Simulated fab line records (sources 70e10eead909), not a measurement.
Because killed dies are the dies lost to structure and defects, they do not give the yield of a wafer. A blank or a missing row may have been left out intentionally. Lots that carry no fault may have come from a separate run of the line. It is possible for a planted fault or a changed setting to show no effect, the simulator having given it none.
Which tool was responsible? + flow nand_harc + route of 1302 steps, sampled at 1 step: 24 lots, 72 wafers

WHAT THE GAUGES READ, wafer by wafer
NHARC_P_GATE_CD_MEAS_26 targets a cd of 120 nm.
| lot  | measured     | on        | cd_nm (nm)        |
|------|--------------|-----------|-------------------|
| L074 | day 5 05:22  | cd_sem-03 | 120.2 119.1 120.2 |
| L075 | day 5 10:11  | cd_sem-03 | 118.6 119.3 119.0 |
| L076 | day 6 02:13  | cd_sem-03 | 119.5 119.8 119.7 |
| L077 | day 6 13:29  | cd_sem-01 | 120.6 120.2 119.9 |
| L078 | day 6 15:41  | cd_sem-01 | 120.0 120.3 119.7 |
| L079 | day 7 12:01  | cd_sem-01 | 119.7 119.5 120.0 |
| L080 | day 7 22:07  | cd_sem-02 | 120.3 120.9 120.2 |
| L081 | day 8 05:52  | cd_sem-03 | 120.0 119.5 120.1 |
| L082 | day 8 12:43  | cd_sem-03 | 118.9 119.1 118.8 |
| L083 | day 9 02:08  | cd_sem-01 | 119.7 120.4 119.2 |
| L084 | day 9 11:17  | cd_sem-03 | 119.4 120.4 119.8 |
| L085 | day 10 00:14 | cd_sem-03 | 119.8 120.4 120.0 |
| L086 | day 10 00:24 | cd_sem-01 | 120.3 120.3 120.7 |
| L087 | day 10 22:44 | cd_sem-03 | 120.0 120.0 118.9 |
| L088 | day 10 23:08 | cd_sem-03 | 120.6 120.5 120.5 |
| L090 | day 11 12:58 | cd_sem-01 | 119.5 119.7 120.3 |
| L089 | day 11 13:43 | cd_sem-01 | 120.4 120.5 120.6 |
| L091 | day 12 06:25 | cd_sem-01 | 120.1 120.9 120.9 |
| L092 | day 12 16:55 | cd_sem-01 | 119.9 120.8 120.5 |
| L093 | day 12 18:20 | cd_sem-03 | 120.3 120.5 120.6 |
| L094 | day 13 07:21 | cd_sem-03 | 119.8 120.7 120.1 |
| L095 | day 13 13:10 | cd_sem-03 | 120.8 120.4 120.1 |
| L096 | day 14 04:03 | cd_sem-03 | 120.0 119.5 119.9 |
| L097 | day 14 13:47 | cd_sem-02 | 119.1 119.5 119.3 |

WHICH TOOL RAN EACH LOT (tool, then ch and the chambers of the sampled wafers, then the start)
No process step before these readings appears in the record.

AS READ BY THE TOOLS THEMSELVES (means over the sampled wafers that have a number; for cases with no such wafer, the mark the record gives instead)
The record holds no such reading with a usual standard deviation.

THE ANSWER, worked out from the rows above alone
Rule: what is usual is taken from the lots themselves. Put in order of their means at a reading, lots are off if they are a third of the lots or fewer, leave a main group of 4 or more, and stand apart from it by a gap of 3 or more times the standard deviation of the main group's means; of several such gaps the widest counts. A main group is skipped when, at the precision printed for the reading in the tables above, its means are all equal. A lot without any number at a reading at which 4 lots or more have one is off too. The other lots that the step has rows for count as sound. Order of review: gauges by route order, followed by the tools' own readings, for which a lot's mean as printed above is used. The first step at which some lot is off is used, and at that step the reading that is off furthest; a lot without a number counts as furthest.
Across all readings shown, no lot is off: no conclusion can be drawn from this.

WHAT WAS PUT IN BY THE SIMULATOR
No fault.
